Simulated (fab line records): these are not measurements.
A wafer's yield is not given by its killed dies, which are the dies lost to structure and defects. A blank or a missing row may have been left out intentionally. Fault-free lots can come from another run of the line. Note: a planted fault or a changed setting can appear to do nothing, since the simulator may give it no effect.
Matching of chambers + flow n5Finfet + N5_BEOL_M14_ILD_DEP_00 on pecvd-04: 3 sister chambers
The step deposits SiO2 from TEOS/O2, target thk 1119.3 nm, time 237.4 s. 3 wafers are shown with their chamber, then 8 later ones without.

WAFERS, EACH WITH ITS CHAMBER
| wafer  | chamber | throttleValvePct (%) |
|--------|---------|----------------------|
| L081.2 | 2       | 19.0                 |
| L081.4 | 1       | 18.0                 |
| L083.2 | 0       | 19.0                 |

WAFERS WITHOUT THEIR CHAMBER
| wafer  | throttleValvePct (%) |
|--------|----------------------|
| L083.3 | 18.1                 |
| L083.4 | 18.9                 |
| L086.3 | 19.0                 |
| L086.5 | 19.1                 |
| L086.6 | 19.1                 |
| L095.4 | 19.5                 |
| L095.5 | 19.0                 |
| L095.6 | 19.4                 |

WHICH CHAMBER EACH WENT THROUGH
| wafer  | from the rows above     | in truth |
|--------|-------------------------|----------|
| L083.3 | 1                       | 1        |
| L083.4 | can't be placed: 0 or 2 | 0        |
| L086.3 | can't be placed: 0 or 2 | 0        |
| L086.5 | can't be placed: 0 or 2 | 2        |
| L086.6 | can't be placed: 0 or 2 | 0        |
| L095.4 | can't be placed: 0 or 2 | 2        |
| L095.5 | can't be placed: 0 or 2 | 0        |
| L095.6 | can't be placed: 0 or 2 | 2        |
Correctly placed: 1 of 8. Can't be placed from these rows: 7 (the true chamber is among the candidates in 7). Wrongly placed: 0.
How it was worked out, from the rows above alone: a wafer's distance from a chamber is the root of the sum, over the readings, of the square of ((its reading less the chamber's mean) divided by the reading's scatter). The wafer belongs to the nearest chamber; if the next one is less than 2 further off, it can't be placed. A chamber's mean is the mean of its shown wafers. The scatter (one wafer shown for each chamber): square how far every hidden wafer sits from the nearest shown wafer, average those squares and take the square root.
